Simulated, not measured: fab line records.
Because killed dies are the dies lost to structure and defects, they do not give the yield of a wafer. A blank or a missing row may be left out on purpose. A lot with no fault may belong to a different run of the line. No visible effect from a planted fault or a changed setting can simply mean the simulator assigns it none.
Which of the tools did it? -- flow n5-finfet -- 23 wafers from 8 lots sampled at 6 of the route's 1938 steps

WHAT EACH GAUGE READ, for each wafer
N5_BEOL_M4_RC_MEAS_101.
lot,measured,on,DIBL_N (mV/V)
L433,day 8 12:22,prober-01,34.7 36.7 33.9
L434,day 8 21:15,prober-02,34.6 33.6 33.5
L436,day 9 14:58,prober-02,32.7 37.3 35.7
L443,day 11 04:19,prober-02,35.8 38.2 35.3
L446,day 11 18:24,prober-01,36.0 36.6 35.9
L455,day 13 20:39,prober-01,40.1 36.2 37.9
L454,day 13 21:25,prober-01,36.4 39.7 34.3
L456,day 14 06:51,prober-02,37.1 34.0

TOOL THAT RAN EACH LOT (tool first, then ch and the chambers of the sampled wafers, then the start)
lot,N5_BEOL_M2_ETCH_63,N5_BEOL_M2_STRIP_19,N5_BEOL_M2_COAT_68,N5_BEOL_M2_ETCH_77,N5_BEOL_M2_ETCH_69
L433,"rie-diel-01 ch 2,3, day 6 13:08","rie-diel-02 ch 1,2, day 6 13:26","litho-track-03 ch 0, day 6 13:33","rie-diel-05 ch 1,2, day 6 14:08","rie-diel-05 ch 1,2, day 6 14:10"
L434,"rie-diel-02 ch 0,1, day 7 02:58","rie-diel-02 ch 0,2,3, day 7 03:17","litho-track-05 ch 0, day 7 03:24","rie-diel-05 ch 0,3, day 7 03:58","rie-diel-05 ch 0,3, day 7 03:59"
L436,"rie-diel-05 ch 1,2,3, day 7 17:08","rie-diel-02 ch 0,1,3, day 7 17:28","litho-track-03 ch 0, day 7 17:34","rie-diel-05 ch 1,3, day 7 18:16","rie-diel-05 ch 1,3, day 7 18:17"
L443,"rie-diel-05 ch 1,2,3, day 9 18:01","rie-diel-05 ch 1,2,3, day 9 18:28","litho-track-03 ch 0, day 9 18:34","rie-diel-02 ch 1,3, day 9 19:34","rie-diel-02 ch 1,3, day 9 19:35"
L446,"rie-diel-02 ch 0,1, day 9 23:16","rie-diel-01 ch 2, day 9 23:40","litho-track-05 ch 0, day 9 23:48","rie-diel-02 ch 0,1, day 10 00:22","rie-diel-02 ch 0,1, day 10 00:23"
L455,"rie-diel-01 ch 0,1,3, day 12 02:19","rie-diel-02 ch 0,1, day 12 03:00","litho-track-03 ch 0, day 12 03:07","rie-diel-02 ch 0,1,2, day 12 04:23","rie-diel-02 ch 0,1,2, day 12 04:24"
L454,"rie-diel-02 ch 0,1,2, day 12 04:31","rie-diel-02 ch 0,1, day 12 05:05","litho-track-03 ch 0, day 12 05:12","rie-diel-05 ch 2,3, day 12 06:02","rie-diel-05 ch 2,3, day 12 06:03"
L456,"rie-diel-01 ch 2,3, day 12 16:20","rie-diel-02 ch 0, day 12 16:40","litho-track-05 ch 0, day 12 16:46","rie-diel-05 ch 2, day 12 17:28","rie-diel-05 ch 2, day 12 17:29"
- N5_BEOL_M2_ETCH_63: etches SiARC in CF4, target depth 15.6 nm, time 26 s.
- N5_BEOL_M2_STRIP_19: strips in O2.
- N5_BEOL_M2_COAT_68: time 60 s, resist thk 12 nm.
- N5_BEOL_M2_ETCH_77: etches underlayer in N2/H2, target depth 6.5 nm, time 5.2 s.
- N5_BEOL_M2_ETCH_69: etches SiARC in CF4, target depth 15.6 nm, time 26 s.

THE ANSWER, worked out from the rows above alone
Rule: the usual values come from the lots themselves. Put in order of their means at a reading, lots are off if they are a third of the lots or fewer, leave a main group of 4 or more, and stand apart from it by a gap of 3 or more times the standard deviation of the main group's means; of several such gaps the widest counts. A main group whose means are all the same, to the digits that the tables above print for the reading, isn't used. Also off: a lot with no number at a reading for which 4 or more lots have one. The other lots that the step has rows for count as sound.
Nothing can be told from this: no lot is off at any reading shown.

WHAT THE SIMULATOR HAD PUT IN
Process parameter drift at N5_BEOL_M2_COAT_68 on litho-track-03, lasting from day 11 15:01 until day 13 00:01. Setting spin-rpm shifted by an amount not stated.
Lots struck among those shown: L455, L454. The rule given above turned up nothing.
